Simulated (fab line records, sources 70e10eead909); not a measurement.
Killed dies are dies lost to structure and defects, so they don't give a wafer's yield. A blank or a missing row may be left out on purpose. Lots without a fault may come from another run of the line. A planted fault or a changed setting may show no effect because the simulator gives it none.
A struck lot beside a sound one | flow nand_harc | 42 steps out of a route of 1159
Sound: wafers L419.4, L419.5, L419.6. Struck: wafers L430.1, L430.4, L430.6. The cause comes at the end.
At each step with rows: each side's tool, then ch and its chambers, then its first start. Under that, the readings that differ: sound wafers | struck wafers | difference of the means | sigmas: that difference in standard deviations of wafers without a fault.
alike: readings whose means differ by less than 2 such deviations, and words and numbers that are the same on both sides. not compared: withheld readings, readings that some wafer has no value for, bounds like >300 that may hide the same value, and numbers for which the record gives no deviation and whose values overlap.
The two part at a step that has a row with sigmas, a row that says differs or no value, or rows on one side only. Numbers that don't overlap but have no deviation are shown without sigmas and don't part them. A reading that every wafer of one side lacks parts them only if that side has two wafers or more.

NHARC_A_CONTACT_ETCH_115: etches the open film in C4F8/O2/Ar, time 94 s, target depth 922 nm.
  sound on har_cap_etch-03 ch 0,1, day 16 13:28; struck on har_cap_etch-02 ch 0, day 19 02:13
  not compared: rf_hours_counter_h
then, 1 step without rows for these wafers: NHARC_A_CONTACT_ETCH_116 (etches the open film in C4F8/O2/Ar, time 94 s, target depth 922 nm).
NHARC_A_CONTACT_ETCH_117: etches the open film in C4F8/O2/Ar, time 94 s, target depth 922 nm.
  sound on har_cap_etch-03 ch 0,1, day 16 13:42; struck on har_cap_etch-02 ch 0, day 19 02:23
  not compared: rf_hours_counter_h
then, 8 steps without rows for these wafers: NHARC_A_CONTACT_ETCH_118 (etches the open film in C4F8/O2/Ar, time 94 s, target depth 922 nm); NHARC_A_CONTACT_ETCH_119 (etches the open film in C4F8/O2/Ar, time 94 s, target depth 922 nm); NHARC_A_CONTACT_ETCH_120 (etches the open film in C4F8/O2/Ar, time 94 s, target depth 922 nm); NHARC_A_CONTACT_ETCH_121 (etches the open film in C4F8/O2/Ar, time 94 s, target depth 922 nm); NHARC_A_CONTACT_ETCH_122 (etches the open film in C4F8/O2/Ar, time 95 s, target depth 930 nm); NHARC_A_CONTACT_ETCH_123 (etches the open film in C4F8/O2/Ar, time 253 s, target depth 1090 nm); NHARC_A_CONTACT_ETCH_90 (etches the open film in CH3F/O2, target depth 40 nm, time 85.7 s); NHARC_A_CONTACT_ETCH_96 (etches the open film in C4F6/O2, target depth 20 nm, time 10 s).
NHARC_A_CONTACT_CD_MEAS_53:
  sound on cd_sem-02, day 16 15:21; struck on cd_sem-03, day 19 04:14
  alike: cd_nm
NHARC_A_CONTACT_STRIP_99: strips in N2/H2.
  sound on rie_diel-12 ch 1,2, day 16 15:25; struck on rie_diel-10 ch 0,1,2, day 19 04:19
then, 2 steps without rows for these wafers: NHARC_A_CONTACT_STRIP_100 (strips in CF4/CHF3); NHARC_A_CONTACT_STRIP_101 (strips in O2/COS).
NHARC_A_CONTACT_ETCH_102: etches the open film in CF4/O2, target depth 70 nm, overetch 7 nm, time 38.5 s.
  sound on rie_diel-12 ch 0,1,3, day 16 15:40; struck on rie_diel-10 ch 1,2,3, day 19 04:36
  alike: drypump_motor_current_A, oes_product_au, rf_vpp_V, showerhead_plenum_p_Torr, throttle_valve_pct
  not compared: rf_hours_counter_h
then, 14 steps without rows for these wafers: NHARC_A_CONTACT_STRIP_55 (strips in O2); NHARC_A_CONTACT_STRIP_56 (strips in post etch residue remover, time 600 s); NHARC_A_CONTACT_DEP_57 (deposits aC, target thk 2800 nm); NHARC_A_CONTACT_DEP_58 (deposits SiON, target thk 60 nm); NHARC_A_CONTACT_DEHYDRATE_59 (time 120 s); NHARC_A_CONTACT_HMDS_60 (time 30 s); NHARC_A_CONTACT_COAT_61 (time 75 s); NHARC_A_CONTACT_COAT_62 (time 65 s); NHARC_A_CONTACT_COAT_63 (resist thk 90 nm); NHARC_A_CONTACT_SOFTBAKE_64 (time 55 s); NHARC_A_CONTACT_EBR_65; NHARC_A_CONTACT_EXPOSE_66 (exposes mask A CC 2); NHARC_A_CONTACT_PEB_67 (peb time 65 s); NHARC_A_CONTACT_DEVELOP_68 (develop time 35 s).
NHARC_A_CONTACT_CD_MEAS_69: target cd 200 nm.
  sound on cd_sem-01 ch 0, day 16 18:48; struck on cd_sem-02 ch 0, day 19 08:26
  reading    | sound             | struck            | difference | sigmas
  cd_nm (nm) | 200.0 199.7 199.3 | 201.0 201.5 200.2 | +1.2       | +2
NHARC_A_CONTACT_OVL_MEAS_70:
  sound on overlay-02, day 16 18:53; struck on overlay-02, day 19 08:31
  alike: overlay_x_nm, overlay_y_nm
NHARC_A_CONTACT_DESCUM_74: chemistry O2, time 3 s.
  sound on rie_diel-10 ch 0,2,3, day 16 19:00; struck on rie_diel-12 ch 0,1, day 19 08:38
  alike: drypump_motor_current_A, oes_product_au, rf_vpp_V, showerhead_plenum_p_Torr, throttle_valve_pct
  not compared: rf_hours_counter_h
NHARC_A_CONTACT_ETCH_75: etches the open film in CF4, target depth 39 nm, time 65 s.
  sound on rie_diel-10 ch 1,2, day 16 19:04; struck on rie_diel-12 ch 0,2, day 19 08:43
  alike: drypump_motor_current_A, oes_product_au, rf_vpp_V, showerhead_plenum_p_Torr, throttle_valve_pct
  not compared: rf_hours_counter_h
then, 7 steps without rows for these wafers: NHARC_A_CONTACT_ETCH_76 (etches the open film in N2/H2, target depth 260 nm, time 475.3 s); NHARC_A_CONTACT_ETCH_77 (etches the open film in CF4/CHF3, target depth 72.6 nm, time 36.3 s); NHARC_A_CONTACT_ETCH_78 (etches the open film in O2/COS, target depth 2800 nm, time 728 s); NHARC_A_CONTACT_ETCH_124 (etches the open film in C4F8/O2/Ar, time 140 s, target depth 700 nm); NHARC_A_CONTACT_ETCH_125 (etches the open film in C4F8/O2/Ar, time 155 s, target depth 956 nm); NHARC_A_CONTACT_ETCH_126 (etches the open film in C4F8/O2/Ar, time 155 s, target depth 956 nm); NHARC_A_CONTACT_ETCH_127 (etches the open film in C4F8/O2/Ar, time 155 s, target depth 956 nm).
-- the record jumps here: 3 days lie between the struck wafers' starts before and after (it left off in module A_CONTACT and takes up again in module END, whose first step shown is number 1159 of the route) --
NHARC_END_SORT_01:
  the record has rows for the struck wafers here (prober-02 ch 0, day 22 02:51) and none for the sound ones

WHERE THEY PART
First at NHARC_A_CONTACT_CD_MEAS_69; last, within this record, at NHARC_END_SORT_01.

WHY: what the simulator had put in
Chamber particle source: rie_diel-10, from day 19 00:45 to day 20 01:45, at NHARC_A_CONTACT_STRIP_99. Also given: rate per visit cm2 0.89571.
